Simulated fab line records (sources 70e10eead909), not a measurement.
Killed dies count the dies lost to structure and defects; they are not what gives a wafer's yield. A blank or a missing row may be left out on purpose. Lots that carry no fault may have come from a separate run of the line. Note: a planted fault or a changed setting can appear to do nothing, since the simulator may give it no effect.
A struck lot beside a sound one ; flow nand-harc ; 39 out of 1302 route steps
Sound: wafers L383.3, L383.4, L383.6. The struck wafers were L376.3, L376.4, L376.5. The cause comes at the end.
Per side, at each step with rows, come the tool, then ch with its chambers, and then its first start. Under that, the readings that differ: sound wafers ; struck wafers ; difference of the means ; sigmas: that difference in standard deviations of wafers without a fault.
alike: words and numbers the same on both sides, and readings whose means are apart by under 2 such deviations; not compared: readings that were withheld, readings missing a value for some wafer, numbers with overlapping values and no deviation given by the record, and bounds like >300 which may hide the same value.
The two part at a step that has a row with sigmas, a row that says differs or no value, or rows on one side only. When numbers do not overlap yet have no deviation, they are printed without sigmas and do not part them. Lack of a reading on every wafer of one side parts them only where that side has two or more wafers.

first, 2 steps without rows for these wafers: NHARC_THIN_TSV_ETCH_44 (etches the open film in CF4/O2, target depth 1594.2 nm, time 797.1 s); NHARC_THIN_TSV_ETCH_15 (target depth 3000 nm, bosch target overetch cycles 2, bosch etch step 2.8 s).
NHARC_THIN_TSV_CD_MEAS_16:
  struck on cd-sem-01, day 28 16:26; sound on cd-sem-02, day 31 16:55
  alike: cd-nm
then, 2 steps without rows for these wafers: NHARC_THIN_TSV_STRIP_45 (strips in O2); NHARC_THIN_TSV_STRIP_46 (strips in post etch residue remover, time 1200 s).
NHARC_THIN_TSV_DEP_47: deposits SiO2, target thk 200 nm.
  sound on pecvd-04 ch 0,1, day 31 17:53; struck on pecvd-03 ch 0,2, day 28 17:24
  alike: throttle-valve-pct
then, 5 steps without rows for these wafers: NHARC_THIN_TSV_ETCHBACK_48 (etches the open film in C4F8/Ar, target depth 1028.5 nm, time 405.17 s); NHARC_THIN_TSV_STRIP_62 (strips in N2/H2, time 20 s); NHARC_THIN_TSV_DEGAS_49 (time 120 s); NHARC_THIN_TSV_PRE_CLEAN_50 (time 30 s); NHARC_THIN_TSV_PVD_19 (deposits TaN, target thk 20 nm).
NHARC_THIN_TSV_PVD_51: deposits Cu, target thk 100 nm.
  sound on pvd-sputter-01; struck on pvd-sputter-01
  alike: throttle-valve-pct
NHARC_THIN_TSV_ECD_20: material Cu, target thk 2000 nm.
  sound on ecd-cu-02 ch 0,1, day 31 19:23; struck on ecd-cu-02 ch 0,1, day 28 18:53
then, 1 step without rows for these wafers: NHARC_THIN_TSV_ANNEAL_52 (time 90 s).
NHARC_THIN_TSV_CMP_21: polishes, t overpolish 30 s, target thk 2000 nm.
  sound on cmp-03 ch 0,2, day 31 20:17; struck on cmp-01 ch 0,1, day 28 19:46
reading;sound;struck;difference;sigmas
motor-current-A (A);11.2 10.7 11.0;13.2 14.6 15.4;+3.4;+2
  alike: overpolish-run-s
  not compared: pad-life-wafers
then, 13 steps without rows for these wafers: NHARC_THIN_TSV_SRD_23; NHARC_THIN_TSV_DEGAS_53 (time 60 s); NHARC_THIN_TSV_PRE_CLEAN_54 (time 30 s); NHARC_THIN_TSV_PVD_55 (deposits TiN, target thk 50 nm); NHARC_THIN_TSV_PVD_24 (deposits Al, target thk 800 nm); NHARC_THIN_TSV_DEHYDRATE_25 (time 120 s); NHARC_THIN_TSV_HMDS_26 (time 30 s); NHARC_THIN_TSV_COAT_27; NHARC_THIN_TSV_SOFTBAKE_28 (time 95 s); NHARC_THIN_TSV_EBR_29; NHARC_THIN_TSV_EXPOSE_30 (exposes mask PAD); NHARC_THIN_TSV_PEB_31 (peb time 85 s); NHARC_THIN_TSV_DEVELOP_32 (time 70 s).
NHARC_THIN_TSV_CD_MEAS_33: the cd target is 5000 nm.
  sound on cd-sem-02 ch 0, day 31 21:46; struck on cd-sem-01 ch 0, day 28 21:25
  alike: cd-nm
then, 2 steps without rows for these wafers: NHARC_THIN_TSV_HARDBAKE_34 (time 80 s); NHARC_THIN_TSV_DESCUM_35 (chemistry O2, time 3 s).
NHARC_THIN_TSV_ETCH_59: etches the open film in Cl2/BCl3, target depth 880 nm, time 138.1 s.
  sound on rie-metal-02 ch 0,1, day 31 22:07; struck on rie-metal-03 ch 0,1, day 28 21:48
  alike: drypump-motor-current-A, oes-product-au, throttle-valve-pct
  not compared: rf-hours-counter-h
NHARC_THIN_TSV_ETCH_36: etches the open film in Cl2/BCl3, target depth 65 nm, time 18.571 s.
  sound on rie-metal-02 ch 0,1, day 31 22:19; struck on rie-metal-03 ch 0,1, day 28 22:00
  alike: drypump-motor-current-A, oes-product-au
  not compared: rf-hours-counter-h
then, 2 steps without rows for these wafers: NHARC_THIN_TSV_STRIP_56 (strips in O2); NHARC_THIN_TSV_STRIP_57 (strips in post etch residue remover, time 1200 s).
NHARC_THIN_TSV_CD_MEAS_37:
  struck on cd-sem-02, day 28 22:53; sound on cd-sem-03, day 31 23:12
  alike: cd-nm
then, 1 step without rows for these wafers: NHARC_THIN_TSV_ANNEAL_58 (time 1800 s).
NHARC_END_WLT_00:
  struck on prober-01, day 29 11:04; sound on prober-02, day 32 04:05
reading;sound;struck;difference;sigmas
VT_DECK1_TOP_INNER;0.904 0.905 0.898;0.886 0.893 0.887;-0.014;-2
VT_DECK2_BOTTOM_INNER;0.867 0.867 0.867;0.886 0.894 0.893;+0.024;+2
VT_DECK2_MEDIAN_NEAR_BOTTOM;0.874 0.860 0.876;0.895 0.886 0.895;+0.022;+2
  alike: VT_DECK1_BOTTOM, VT_DECK1_BOTTOM_INNER, VT_DECK1_MEDIAN_NEAR_BOTTOM, VT_DECK1_MEDIAN_NEAR_BOTTOM_INNER, VT_DECK1_MIDDLE, VT_DECK1_MIDDLE_INNER, VT_DECK1_TOP, VT_DECK2_BOTTOM, VT_DECK2_MEDIAN_NEAR_BOTTOM_INNER, VT_DECK2_MIDDLE, VT_DECK2_MIDDLE_INNER, VT_DECK2_TOP, VT_DECK2_TOP_INNER
  not compared: hold
NHARC_END_SORT_01:
  sound on prober-02 ch 0, day 32 07:40; struck on prober-02 ch 0, day 29 18:58
reading;sound;struck;difference;sigmas
hold;- - -;await-dispo/4.1h/release await-dispo/4.1h/release await-dispo/4.1h/release;no value on the sound wafers;
defect-limited-yield (%);84 86 90;32 32 31;-55;-17
killed-at-array;93 85 57;11 15 15;-65;-3
killed-at-other;3 0 1;444 441 450;+444;+99 or more
killed-dies;106 95 65;457 459 467;+372;+17
  alike: killed-at-periphery, killed-open, killed-short

WHERE THEY PART
At NHARC_THIN_TSV_CMP_21 first; at NHARC_END_SORT_01 last (within this record only).

WHY: the cause the simulator had injected
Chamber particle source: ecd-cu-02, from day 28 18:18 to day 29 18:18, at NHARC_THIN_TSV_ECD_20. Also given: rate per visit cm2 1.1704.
